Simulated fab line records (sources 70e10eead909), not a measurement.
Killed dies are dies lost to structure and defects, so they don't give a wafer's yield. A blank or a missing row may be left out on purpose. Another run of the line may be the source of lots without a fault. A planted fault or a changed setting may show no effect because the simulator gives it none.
Which tool was responsible? | flow nand harc | 14 lots with 42 wafers sampled at 5 steps, on a route of 1159 steps

WHAT THE GAUGES READ, wafer by wafer
NHARC_THIN_TSV_CD_MEAS_16.
lot  | measured     | on        | cd nm (nm)
L238 | day 18 16:29 | cd sem-02 | 997.3 1000.5 1000.5
L237 | day 18 17:47 | cd sem-02 | 1000.4 996.0 1000.9
L239 | day 19 05:43 | cd sem-03 | 1000.0 1000.1 1002.2
L236 | day 19 06:56 | cd sem-01 | 1001.5 1001.0 998.8
L240 | day 19 08:15 | cd sem-02 | 1003.9 1000.5 1003.7
L243 | day 20 15:49 | cd sem-02 | 998.4 996.3 1000.8
L244 | day 21 00:06 | cd sem-01 | 999.8 1002.1 999.0
L245 | day 21 09:10 | cd sem-01 | 1000.9 1002.7 1000.4
L247 | day 21 18:40 | cd sem-03 | 998.7 997.4 995.0
L248 | day 21 17:23 | cd sem-02 | 1000.2 1000.1 998.0
L249 | day 22 18:25 | cd sem-01 | 999.6 1001.6 1003.0
L255 | day 23 00:02 | cd sem-02 | 1000.3 1004.3 1000.7
L257 | day 23 16:53 | cd sem-03 | 997.8 1000.3 1001.2
L256 | day 23 18:04 | cd sem-02 | 998.2 997.9 997.5

NHARC_END_SORT_01.
lot  | measured     | on        | killed at array | killed at other | killed at periphery | killed dies | killed open | killed short
L247 | day 23 15:31 | prober-02 | 49 36 38        | 0 0 0           | 0 3 1               | 49 39 39    | 3 7 3       | 1 1 1
L248 | day 22 22:19 | prober-02 | 100 106 97      | 0 0 0           | 1 3 1               | 101 109 98  | 0 4 4       | 3 3 2
L249 | day 24 21:59 | prober-02 | 101 111 104     | 1 2 2           | 3 5 2               | 105 118 108 | 7 1 1       | 4 4 5
L257 | day 25 19:16 | prober-01 | 16 18 15        | 1 2 0           | 2 1 4               | 19 21 19    | 2 5 3       | 2 2 3
L256 | day 25 21:22 | prober-02 | 25 24 25        | 1 0 0           | 3 2 2               | 29 26 27    | 3 1 1       | 1 3 1

WHAT TOOL EACH LOT RAN ON (gives the tool, then ch and the chambers of the sampled wafers, and finally the start)
lot  | NHARC_A_CONTACT_STRIP_83            | NHARC_THIN_TSV_DEGAS_53      | NHARC_THIN_TSV_PRE_CLEAN_54
L238 | wet bench-02 ch 0,4,5, day 17 01:58 | pvd sputter-02, day 18 20:27 | pvd sputter-02, day 18 20:31
L237 | wet bench-02 ch 1,2,7, day 17 03:37 | pvd sputter-02, day 18 21:43 | pvd sputter-02, day 18 21:47
L239 | wet bench-07 ch 0,5,6, day 17 08:49 | pvd sputter-02, day 19 09:53 | pvd sputter-02, day 19 09:57
L236 | wet bench-07 ch 1,2,5, day 17 10:03 | pvd sputter-03, day 19 10:56 | pvd sputter-03, day 19 11:02
L240 | wet bench-02 ch 1,4,7, day 17 12:50 | pvd sputter-03, day 19 12:03 | pvd sputter-03, day 19 12:08
L243 | wet bench-06 ch 0,4,5, day 19 00:08 | pvd sputter-03, day 20 20:14 | pvd sputter-03, day 20 20:17
L244 | wet bench-07 ch 0,6,7, day 19 04:51 | pvd sputter-01, day 21 03:57 | pvd sputter-01, day 21 04:02
L245 | wet bench-06 ch 4,5,7, day 19 14:44 | pvd sputter-02, day 21 12:59 | pvd sputter-02, day 21 13:04
L247 | wet bench-02 ch 0,2,7, day 19 17:58 | pvd sputter-01, day 21 22:34 | pvd sputter-01, day 21 22:41
L248 | wet bench-06 ch 1,4,7, day 19 23:13 | pvd sputter-03, day 21 21:17 | pvd sputter-03, day 21 21:22
L249 | wet bench-06 ch 1,4,7, day 20 17:32 | pvd sputter-02, day 22 22:50 | pvd sputter-02, day 22 22:59
L255 | wet bench-02 ch 0,5,7, day 21 00:59 | pvd sputter-03, day 23 03:58 | pvd sputter-03, day 23 04:03
L257 | wet bench-07 ch 2,4,7, day 22 01:28 | pvd sputter-02, day 23 20:44 | pvd sputter-02, day 23 20:49
L256 | wet bench-02 ch 0,2,4, day 22 04:11 | pvd sputter-01, day 23 22:09 | pvd sputter-01, day 23 22:13
- NHARC_A_CONTACT_STRIP_83: strips in post etch residue remover, time 600 s.
- NHARC_THIN_TSV_DEGAS_53: time 60 s.
- NHARC_THIN_TSV_PRE_CLEAN_54: time 30 s.

AS READ BY THE TOOLS THEMSELVES (means over the sampled wafers that have a number; for cases with no such wafer, the mark the record gives instead)
NHARC_THIN_TSV_DEGAS_53.
lot  | tool           | heater power w (W)
L238 | pvd sputter-02 | 478
L237 | pvd sputter-02 | 426
L239 | pvd sputter-02 | 489
L236 | pvd sputter-03 | 512
L240 | pvd sputter-03 | 520
L243 | pvd sputter-03 | 513
L244 | pvd sputter-01 | 474
L245 | pvd sputter-02 | 502
L247 | pvd sputter-01 | 456
L248 | pvd sputter-03 | 529
L249 | pvd sputter-02 | 440
L255 | pvd sputter-03 | 495
L257 | pvd sputter-02 | 397
L256 | pvd sputter-01 | 483

NHARC_THIN_TSV_PRE_CLEAN_54.
lot  | tool           | heater power w (W)
L238 | pvd sputter-02 | 367
L237 | pvd sputter-02 | 422
L239 | pvd sputter-02 | 418
L236 | pvd sputter-03 | 453
L240 | pvd sputter-03 | 441
L243 | pvd sputter-03 | 449
L244 | pvd sputter-01 | 410
L245 | pvd sputter-02 | 369
L247 | pvd sputter-01 | 405
L248 | pvd sputter-03 | 432
L249 | pvd sputter-02 | 374
L255 | pvd sputter-03 | 464
L257 | pvd sputter-02 | 387
L256 | pvd sputter-01 | 413

THE ANSWER, worked out from the rows above alone
Rule: usual is defined by the lots themselves. The widest of any qualifying gaps counts: lots, ordered by their means at a reading, are off when they make up no more than a third of the lots, leave a main group of 4 or more, and stand apart from it by 3 or more times the standard deviation of that group's means. A main group is skipped when, at the precision printed for the reading in the tables above, its means are all equal. A lot without any number at a reading at which 4 lots or more have one is off too. Any other lot the step has rows for is counted as sound. Order of review: gauges by route order, followed by the tools' own readings, for which a lot's mean as printed above is used. The first step at which some lot is off is used, and at that step the reading that is off furthest; a lot without a number counts as furthest.
Across all readings shown, no lot is off: no conclusion can be drawn from this.

WHAT THE SIMULATOR HAD INSERTED
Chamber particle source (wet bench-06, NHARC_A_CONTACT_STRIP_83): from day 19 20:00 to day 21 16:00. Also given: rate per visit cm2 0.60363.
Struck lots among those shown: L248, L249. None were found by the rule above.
